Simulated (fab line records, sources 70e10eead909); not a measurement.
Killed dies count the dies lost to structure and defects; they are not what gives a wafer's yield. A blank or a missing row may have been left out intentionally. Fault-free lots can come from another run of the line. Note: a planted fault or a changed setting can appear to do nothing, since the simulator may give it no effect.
Which of the tools did it? ; flow nand_harc ; 24 lots, 72 wafers sampled, at 6 steps of a route of 1302

WHAT THE GAUGES SHOWED, per wafer
No reading from a measuring or inspecting step in the record can be judged against a usual standard deviation.

TOOL THAT RAN EACH LOT (tool first, then ch and the chambers of the sampled wafers, then the start)
lot;NHARC_P_M1_ETCH_15;NHARC_P_M1_STRIP_18;NHARC_P_M1_DEP_33;NHARC_P_M2_PRE_CLEAN_32;NHARC_P_BONDPAD_PVD_17;NHARC_A_ZERO_WELL_RTA_16
L074;rie_diel-09 ch 0,3, day 6 04:10 or earlier;rie_diel-06 ch 0,3, day 6 04:10;pecvd-01 ch 0,1,2, day 6 06:33;pecvd-03 ch 0,1,2, day 6 10:46;pvd_sputter-02, day 6 17:54 or earlier;rtp_anneal-02 ch 0, day 6 17:54
L075;rie_diel-09 ch 0,2, day 6 18:02 or earlier;rie_diel-01 ch 1,2, day 6 18:02;pecvd-03 ch 1,2, day 6 20:22;pecvd-03 ch 0,1, day 7 00:29;pvd_sputter-01, day 7 07:31 or earlier;rtp_anneal-01 ch 0, day 7 07:31
L076;rie_diel-06 ch 1,2, day 7 01:17 or earlier;rie_diel-06 ch 2,3, day 7 01:17;pecvd-01 ch 0,1, day 7 03:43;pecvd-01 ch 1,2, day 7 07:44;pvd_sputter-01, day 7 14:40 or earlier;rtp_anneal-02 ch 0, day 7 14:40
L077;rie_diel-06 ch 0,2,3, day 7 12:09 or earlier;rie_diel-09 ch 0,3, day 7 12:09;pecvd-01 ch 0,2, day 7 14:28;pecvd-02 ch 0,2, day 7 19:05;pvd_sputter-02, day 8 02:04 or earlier;rtp_anneal-01 ch 0, day 8 02:04
L078;rie_diel-06 ch 0,2,3, day 8 00:04 or earlier;rie_diel-09 ch 0,1,2, day 8 00:04;pecvd-03 ch 0,2, day 8 02:21;pecvd-01 ch 0,1,2, day 8 06:55;pvd_sputter-02, day 8 13:56 or earlier;rtp_anneal-02 ch 0, day 8 13:56
L079;rie_diel-09 ch 0,1,3, day 8 12:27 or earlier;rie_diel-06 ch 1,2,3, day 8 12:27;pecvd-01 ch 0,1,2, day 8 14:53;pecvd-01 ch 0,2, day 8 18:58;pvd_sputter-03, day 9 01:52 or earlier;rtp_anneal-02 ch 0, day 9 01:52
L080;rie_diel-09 ch 0,1,3, day 9 01:53 or earlier;rie_diel-09 ch 0,1,3, day 9 01:53;pecvd-01 ch 1,2, day 9 04:10;pecvd-02 ch 0,1,2, day 9 08:32;pvd_sputter-01, day 9 15:43 or earlier;rtp_anneal-02 ch 0, day 9 15:43
L081;rie_diel-06 ch 0,1,3, day 9 02:42 or earlier;rie_diel-09 ch 0,1,2, day 9 02:42;pecvd-02 ch 0,1, day 9 05:09;pecvd-03 ch 1,2, day 9 09:04;pvd_sputter-02, day 9 16:08 or earlier;rtp_anneal-02 ch 0, day 9 16:08
L082;rie_diel-06 ch 0,1,2, day 9 14:30 or earlier;rie_diel-09 ch 1,2,3, day 9 14:30;pecvd-03 ch 0,2, day 9 16:56;pecvd-03 ch 0,1,2, day 9 20:50;pvd_sputter-02, day 10 03:58 or earlier;rtp_anneal-02 ch 0, day 10 03:58
L083;rie_diel-01 ch 0,1,3, day 10 02:37 or earlier;rie_diel-09 ch 0,1,2, day 10 02:37;pecvd-02 ch 0,1,2, day 10 04:55;pecvd-02 ch 0,1,2, day 10 09:02;pvd_sputter-01, day 10 16:10 or earlier;rtp_anneal-02 ch 0, day 10 16:10
L084;rie_diel-06 ch 0,1,3, day 10 08:29 or earlier;rie_diel-09 ch 1,2, day 10 08:29;pecvd-01 ch 0,1, day 10 10:50;pecvd-01 ch 1,2, day 10 15:01;pvd_sputter-02, day 10 22:08 or earlier;rtp_anneal-02 ch 0, day 10 22:08
L086;rie_diel-09 ch 0,1,3, day 10 22:10 or earlier;rie_diel-06 ch 1,2,3, day 10 22:10;pecvd-01 ch 0,2, day 11 00:31;pecvd-01 ch 0,1,2, day 11 04:41;pvd_sputter-03, day 11 11:41 or earlier;rtp_anneal-01 ch 0, day 11 11:41
L085;rie_diel-09 ch 0,1,3, day 10 23:25 or earlier;rie_diel-06 ch 1,3, day 10 23:25;pecvd-02 ch 0,1, day 11 01:48;pecvd-02 ch 0,1, day 11 05:56;pvd_sputter-03, day 11 12:49 or earlier;rtp_anneal-02 ch 0, day 11 12:49
L087;rie_diel-09 ch 1,2, day 11 20:07 or earlier;rie_diel-09 ch 1,2, day 11 20:07;pecvd-02 ch 0,1,2, day 11 22:34;pecvd-01 ch 0,1, day 12 02:38;pvd_sputter-01, day 12 09:42 or earlier;rtp_anneal-01 ch 0, day 12 09:42
L089;rie_diel-09 ch 0,1,3, day 12 11:21 or earlier;rie_diel-06 ch 2,3, day 12 11:21;pecvd-02 ch 1,2, day 12 13:41;pecvd-01 ch 0,1, day 12 17:50;pvd_sputter-03, day 13 00:49 or earlier;rtp_anneal-02 ch 0, day 13 00:49
L088;rie_diel-09 ch 1,3, day 12 14:46 or earlier;rie_diel-01 ch 1,2, day 12 14:46;pecvd-01 ch 0,2, day 12 17:09;pecvd-01 ch 0,1,2, day 12 21:11;pvd_sputter-01, day 13 04:13 or earlier;rtp_anneal-01 ch 0, day 13 04:13
L090;rie_diel-06 ch 0,1, day 13 00:49 or earlier;rie_diel-09 ch 0,2,3, day 13 00:49;pecvd-03 ch 0,1,2, day 13 03:07;pecvd-02 ch 0,1,2, day 13 07:19;pvd_sputter-01, day 13 14:17 or earlier;rtp_anneal-01 ch 0, day 13 14:17
L091;rie_diel-09 ch 0,3, day 13 04:53 or earlier;rie_diel-06 ch 1,2, day 13 04:53;pecvd-01 ch 0,1,2, day 13 07:14;pecvd-01 ch 0,1,2, day 13 11:20;pvd_sputter-01, day 13 18:25 or earlier;rtp_anneal-02 ch 0, day 13 18:25
L092;rie_diel-01 ch 0,1,2, day 13 17:56 or earlier;rie_diel-09 ch 1,2,3, day 13 17:56;pecvd-01 ch 0,1,2, day 13 20:28;pecvd-02 ch 0,1,2, day 14 00:53;pvd_sputter-03, day 14 07:59 or earlier;rtp_anneal-01 ch 0, day 14 07:59
L093;rie_diel-06 ch 0,1, day 14 06:56 or earlier;rie_diel-09 ch 0,2, day 14 06:56;pecvd-02 ch 0,1, day 14 09:26;pecvd-01 ch 0,1,2, day 14 13:38;pvd_sputter-01, day 14 20:32 or earlier;rtp_anneal-01 ch 0, day 14 20:32
L094;rie_diel-06 ch 0,1, day 14 17:10 or earlier;rie_diel-06 ch 0,1, day 14 17:10;pecvd-02 ch 0,1,2, day 14 19:30;pecvd-02 ch 1,2, day 14 23:39;pvd_sputter-02, day 15 06:45 or earlier;rtp_anneal-02 ch 0, day 15 06:45
L095;rie_diel-06 ch 0,2,3, day 14 18:44 or earlier;rie_diel-01 ch 0,1, day 14 18:44;pecvd-01 ch 1,2, day 14 21:06;pecvd-02 ch 0,2, day 15 01:11;pvd_sputter-02, day 15 08:10 or earlier;rtp_anneal-01 ch 0, day 15 08:10
L096;rie_diel-09 ch 1,2,3, day 15 07:58 or earlier;rie_diel-06 ch 0,1,3, day 15 07:58;pecvd-03 ch 0,1,2, day 15 10:17;pecvd-02 ch 0,1,2, day 15 14:20;pvd_sputter-02, day 15 21:35 or earlier;rtp_anneal-02 ch 0, day 15 21:35
L097;rie_diel-09 ch 1,3, day 15 15:47 or earlier;rie_diel-06 ch 0,2, day 15 15:47;pecvd-03 ch 1,2, day 15 18:10;pecvd-03 ch 0,2, day 15 22:22;pvd_sputter-02, day 16 05:33 or earlier;rtp_anneal-01 ch 0, day 16 05:33
- NHARC_P_M1_ETCH_15: etches the open film in C4F8/Ar, target depth 182.5 nm, time 91.2 s.
- NHARC_P_M1_STRIP_18: strips in N2/H2.
- NHARC_P_M1_DEP_33: deposits SiCN, target thk 30 nm.
- NHARC_P_M2_PRE_CLEAN_32: time 12 s.
- NHARC_P_BONDPAD_PVD_17: deposits TaN, target thk 5 nm, time 8.06 s.
- NHARC_A_ZERO_WELL_RTA_16: time 10 s.

AS READ BY THE TOOLS THEMSELVES (means over the sampled wafers that have a number; for cases with no such wafer, the mark the record gives instead)
NHARC_P_M1_ETCH_15. Usual: oes_product_au 0.953 a.u., standard deviation 0.021; rf_vpp_V 440.3 V, standard deviation 2.9.
lot;tool;oes_product_au (a.u.);rf_vpp_V (V);flag
L074;rie_diel-09;0.921;440.9;
L075;rie_diel-09;0.970;443.1;
L076;rie_diel-06;0.960;438.0;
L077;rie_diel-06;0.976;438.8;
L078;rie_diel-06;0.953;439.8;
L079;rie_diel-09;0.946;440.4;
L080;rie_diel-09;0.976;440.4;
L081;rie_diel-06;0.958;436.8;
L082;rie_diel-06;0.961;438.5;
L083;rie_diel-01;0.952;442.9;
L084;rie_diel-06;0.932;437.7;
L086;rie_diel-09;0.923;440.8;
L085;rie_diel-09;0.960;441.0;
L087;rie_diel-09;0.921;440.0;
L089;rie_diel-09;0.920;441.3;
L088;rie_diel-09;0.914;438.8;
L090;rie_diel-06;0.940;437.5;
L091;rie_diel-09;0.974;442.7;
L092;rie_diel-01;0.973;444.7;
L093;rie_diel-06;0.957;436.3;
L094;rie_diel-06;0.969;437.7;
L095;rie_diel-06;0.963;438.7;
L096;rie_diel-09;0.964;440.6;
L097;rie_diel-09;0.968;439.4;

NHARC_P_M1_STRIP_18. Usual: drypump_motor_current_A 5.4 A, standard deviation 0.38; oes_product_au 1.000 a.u., standard deviation 0.0096; rf_vpp_V 90.8 V, standard deviation 0.97; showerhead_plenum_p_Torr 2.03 Torr, standard deviation 0.1; throttle_valve_pct 14.171 %, standard deviation 0.0093.
lot;tool;drypump_motor_current_A (A);oes_product_au (a.u.);rf_vpp_V (V);showerhead_plenum_p_Torr (Torr);throttle_valve_pct (%);flag
L074;rie_diel-06;5.4;1.006;89.9;1.92;14.172;
L075;rie_diel-01;6.1;1.008;91.5;2.21;14.173;
L076;rie_diel-06;5.6;1.003;90.6;1.99;14.182;
L077;rie_diel-09;5.4;1.009;91.1;2.05;14.179;
L078;rie_diel-09;5.1;0.998;91.3;2.09;14.168;
L079;rie_diel-06;5.5;1.004;90.5;1.94;14.180;
L080;rie_diel-09;5.4;0.989;90.9;2.03;14.172;
L081;rie_diel-09;5.0;0.987;91.2;2.09;14.172;
L082;rie_diel-09;5.2;0.997;90.8;2.04;14.179;
L083;rie_diel-09;5.0;0.993;91.0;2.09;14.177;
L084;rie_diel-09;4.9;0.992;91.0;2.10;14.169;
L086;rie_diel-06;5.5;1.000;90.6;1.94;14.173;
L085;rie_diel-06;5.5;1.010;90.5;1.89;14.167;
L087;rie_diel-09;5.2;0.986;91.1;2.03;14.168;
L089;rie_diel-06;5.5;1.002;91.0;1.99;14.167;
L088;rie_diel-01;6.0;1.004;92.5;2.19;14.165;
L090;rie_diel-09;5.1;1.000;91.1;2.11;14.166;
L091;rie_diel-06;5.5;1.002;91.2;1.94;14.167;
L092;rie_diel-09;5.3;0.993;90.9;2.04;14.169;
L093;rie_diel-09;4.8;1.002;90.7;2.17;14.172;
L094;rie_diel-06;5.3;0.999;90.6;1.92;14.169;
L095;rie_diel-01;5.9;1.008;91.2;2.14;14.176;
L096;rie_diel-06;5.4;0.997;90.4;1.91;14.172;
L097;rie_diel-06;5.3;0.993;91.1;1.99;14.171;

NHARC_P_M1_DEP_33. Usual: heater_power_outer_w 355 W, standard deviation 73; heater_power_w 618 W, standard deviation 100.
lot;tool;heater_power_outer_w (W);heater_power_w (W);flag
L074;pecvd-01;353;606;
L075;pecvd-03;300;538;
L076;pecvd-01;390;636;
L077;pecvd-01;309;561;
L078;pecvd-03;289;501;
L079;pecvd-01;354;613;
L080;pecvd-01;326;579;
L081;pecvd-02;320;615;
L082;pecvd-03;269;479;
L083;pecvd-02;381;685;
L084;pecvd-01;453;721;
L086;pecvd-01;338;587;
L085;pecvd-02;392;685;
L087;pecvd-02;398;720;
L089;pecvd-02;452;769;
L088;pecvd-01;300;551;
L090;pecvd-03;303;534;
L091;pecvd-01;353;605;
L092;pecvd-01;382;652;
L093;pecvd-02;378;688;
L094;pecvd-02;377;668;
L095;pecvd-01;397;674;
L096;pecvd-03;282;502;
L097;pecvd-03;269;494;

NHARC_P_M2_PRE_CLEAN_32. Usual: heater_power_outer_w 397 W, standard deviation 69; heater_power_w 678 W, standard deviation 97.
lot;tool;heater_power_outer_w (W);heater_power_w (W);flag
L074;pecvd-03;358;597;
L075;pecvd-03;344;586;
L076;pecvd-01;486;768;
L077;pecvd-02;404;706;
L078;pecvd-01;432;715;
L079;pecvd-01;378;657;
L080;pecvd-02;397;696;
L081;pecvd-03;402;665;
L082;pecvd-03;349;590;
L083;pecvd-02;401;707;
L084;pecvd-01;472;760;
L086;pecvd-01;412;683;
L085;pecvd-02;411;728;
L087;pecvd-01;456;733;
L089;pecvd-01;433;692;
L088;pecvd-01;394;661;
L090;pecvd-02;427;741;
L091;pecvd-01;381;651;
L092;pecvd-02;416;749;
L093;pecvd-01;362;628;
L094;pecvd-02;452;777;
L095;pecvd-02;390;688;
L096;pecvd-02;437;753;
L097;pecvd-03;271;481;

NHARC_P_BONDPAD_PVD_17. Usual: throttle_valve_pct reads 29.8 % (standard deviation 0.93).
lot;tool;throttle_valve_pct (%);flag
L074;pvd_sputter-02;29.5;
L075;pvd_sputter-01;30.1;
L076;pvd_sputter-01;30.4;
L077;pvd_sputter-02;29.5;
L078;pvd_sputter-02;29.9;
L079;pvd_sputter-03;30.1;
L080;pvd_sputter-01;30.2;
L081;pvd_sputter-02;29.9;
L082;pvd_sputter-02;30.0;
L083;pvd_sputter-01;30.0;
L084;pvd_sputter-02;30.4;
L086;pvd_sputter-03;30.4;
L085;pvd_sputter-03;30.5;
L087;pvd_sputter-01;30.6;
L089;pvd_sputter-03;30.4;
L088;pvd_sputter-01;29.9;
L090;pvd_sputter-01;30.0;
L091;pvd_sputter-01;29.9;
L092;pvd_sputter-03;30.0;
L093;pvd_sputter-01;29.9;
L094;pvd_sputter-02;28.6;
L095;pvd_sputter-02;28.5;
L096;pvd_sputter-02;28.5;
L097;pvd_sputter-02;28.8;

NHARC_A_ZERO_WELL_RTA_16. Usual: lamp_power_pct 30.6 %, standard deviation 0.95; lamp_zone_3_pct 30.6 %, standard deviation 0.96; wafer_temp_C_max 1004.3, standard deviation 0.89.
lot;tool;lamp_power_pct (%);lamp_zone_3_pct (%);wafer_temp_C_max;flag
L074;rtp_anneal-02;29.8;29.8;1004.2;
L075;rtp_anneal-01;31.7;31.7;1003.6;
L076;rtp_anneal-02;29.8;29.7;1004.3;
L077;rtp_anneal-01;31.7;31.7;1004.0;
L078;rtp_anneal-02;29.8;29.8;1004.6;
L079;rtp_anneal-02;29.7;29.7;1003.6;
L080;rtp_anneal-02;29.8;29.7;1005.5;
L081;rtp_anneal-02;29.8;29.8;1005.5;
L082;rtp_anneal-02;29.8;29.8;1004.9;
L083;rtp_anneal-02;29.8;29.8;1004.3;
L084;rtp_anneal-02;29.7;29.8;1003.8;
L086;rtp_anneal-01;31.7;31.7;1004.0;
L085;rtp_anneal-02;29.8;29.8;1003.7;
L087;rtp_anneal-01;31.7;31.7;1004.6;
L089;rtp_anneal-02;29.7;29.8;1004.6;
L088;rtp_anneal-01;31.7;31.7;1003.5;
L090;rtp_anneal-01;31.7;31.7;1004.6;
L091;rtp_anneal-02;29.8;29.8;1003.1;
L092;rtp_anneal-01;31.7;31.7;1003.2;
L093;rtp_anneal-01;31.7;31.7;1003.5;
L094;rtp_anneal-02;29.7;29.7;1005.2;
L095;rtp_anneal-01;31.7;31.7;1004.4;
L096;rtp_anneal-02;29.7;29.7;1003.7;
L097;rtp_anneal-01;31.7;31.7;1003.9;

THE ANSWER, worked out from the rows above alone
Rule: a lot counts as off when the mean over its wafers that have a number is more than 3 standard deviations away from the usual mean. Also off: a lot with no number at a reading for which 4 or more lots have one. Where the step has rows for the other lots, those lots are counted as sound. After the gauges, taken in route order, come the tools' own readings; for these a lot's mean is taken, as printed above. At the first step where some lot is off, the reading lying furthest off is the one used; lots without a number count as furthest.
Nothing can be told from this: no lot is off at any reading shown.

WHAT WAS PUT IN BY THE SIMULATOR
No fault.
